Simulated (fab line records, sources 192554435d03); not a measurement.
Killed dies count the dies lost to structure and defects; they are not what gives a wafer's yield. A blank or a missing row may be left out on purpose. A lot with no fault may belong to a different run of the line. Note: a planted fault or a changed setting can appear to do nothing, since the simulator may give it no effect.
Chamber matching | flow n5 finfet | N5_BEOL_M5_CMP_52 on cmp-01 has 4 sister chambers
The step polishes, stops on SiCOH lowk, t overpolish 6.9 s, target thk 62 nm. 7 wafers are shown with their chamber, then 7 later ones without.

== WAFERS, EACH WITH ITS CHAMBER ==
wafer  | chamber | motor current A (A) | time to endpoint s (s)
L076.6 | 1       | 6.7                 | 63.8
L083.4 | 2       | 5.4                 | 64.9
L090.2 | 0       | 5.7                 | 59.0
L090.3 | 3       | 6.8                 | 61.2
L090.6 | 0       | 5.4                 | 60.4
L091.2 | 2       | 5.8                 | 67.6
L091.3 | 1       | 6.9                 | 67.1

== WAFERS MISSING THEIR CHAMBER ==
wafer  | motor current A (A) | time to endpoint s (s)
L091.6 | 7.1                 | 65.2
L094.1 | 5.3                 | 62.8
L094.5 | 5.5                 | 62.9
L094.6 | 6.3                 | 65.7
L096.1 | 5.4                 | 61.7
L096.3 | 7.2                 | 61.9
L096.4 | 7.4                 | 61.9

== CHAMBER TAKEN BY EACH ==
wafer  | from the rows above          | in truth
L091.6 | can't be placed: 1 or 3      | 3
L094.1 | can't be placed: 0 or 2      | 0
L094.5 | can't be placed: 0 or 2      | 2
L094.6 | can't be placed: 1 or 2 or 3 | 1
L096.1 | can't be placed: 0 or 2      | 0
L096.3 | can't be placed: 3 or 1      | 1
L096.4 | can't be placed: 3 or 1      | 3
Correctly placed: 0 of 7. Not placeable from these rows: 7 (in 7, the candidates include the true chamber). Wrongly placed: 0.
How it was worked out, from the rows above alone: a wafer's distance from a chamber is the root of the sum, over the readings, of the square of ((its reading less the chamber's mean) divided by the reading's scatter). The wafer belongs to the nearest chamber; if the next one is less than 2 further off, it can't be placed. A chamber's mean is the mean of its shown wafers. The scatter: take each reading less its chamber's mean, square it, sum over the shown wafers, divide by the number of wafers less the number of chambers, and take the root.
